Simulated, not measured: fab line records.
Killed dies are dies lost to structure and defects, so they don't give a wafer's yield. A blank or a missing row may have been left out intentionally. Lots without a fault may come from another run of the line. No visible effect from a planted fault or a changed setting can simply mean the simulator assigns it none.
Chamber matching    flow nand harc    NHARC_A_M1_STRIP_18 on rie diel-12 has 4 sister chambers
The step strips in N2/H2. 16 wafers are shown with their chamber, then 8 later ones without.

## WAFERS, EACH WITH ITS CHAMBER
wafer   chamber  showerhead plenum p Torr (Torr)  drypump motor current A (A)  rf vpp V (V)
L397.2  1        2.03                             5.3                          89.9
L397.4  0        1.99                             5.8                          91.6
L397.6  0        1.98                             5.9                          90.8
L399.1  0        1.99                             5.8                          90.0
L399.3  2        1.93                             5.3                          88.2
L399.6  3        2.14                             5.8                          92.9
L409.1  3        2.14                             5.8                          92.2
L409.4  1        2.03                             5.3                          89.0
L409.5  0        1.98                             5.8                          91.7
L408.2  3        2.14                             5.8                          92.2
L408.3  2        1.93                             5.2                          91.8
L408.5  0        1.98                             5.8                          88.8
L414.3  3        2.14                             5.8                          92.4
L414.4  1        2.03                             5.3                          89.5
L414.6  0        1.98                             5.8                          91.0
L413.1  1        2.03                             5.3                          90.7

SIGNATURES, as means of the wafers listed above
reading                   chamber 0  chamber 1  chamber 2  chamber 3  scatter within a chamber
showerhead plenum p Torr  1.9833     2.0300     1.9300     2.1400     0.00333
drypump motor current A   5.817      5.300      5.250      5.800      0.0333
rf vpp V                  90.650     89.775     90.000     92.425     1.09
Rule: for each reading, subtract the chamber's mean from the wafer's reading, divide by that reading's scatter and square the result; add these up over the readings and take the root, which gives the wafer's distance from the chamber. If the next closest chamber is less than 2 further off than the closest, the wafer can't be placed; otherwise it belongs to the closest. How the scatter is found: for the shown wafers, subtract from each reading the mean of its chamber, square and add these, divide the total by (wafers less chambers), then take the root.

## WAFERS WHOSE CHAMBER IS MISSING
wafer   showerhead plenum p Torr (Torr)  drypump motor current A (A)  rf vpp V (V)
L413.2  1.98                             5.8                          90.8
L413.3  2.14                             5.8                          91.2
L417.1  2.02                             5.3                          90.7
L417.3  1.98                             5.8                          90.4
L417.4  1.93                             5.2                          91.3
L418.2  1.98                             5.9                          89.7
L418.4  2.14                             5.8                          89.8
L418.6  1.98                             5.8                          89.8

## WHICH CHAMBER EACH ONE RAN IN
wafer   from the rows above  in truth
L413.2  0                    0
L413.3  3                    3
L417.1  1                    1
L417.3  0                    0
L417.4  2                    2
L418.2  0                    0
L418.4  3                    3
L418.6  0                    0
8 of 8 placed correctly. From these rows, 0 cannot be placed. Wrongly placed: 0.
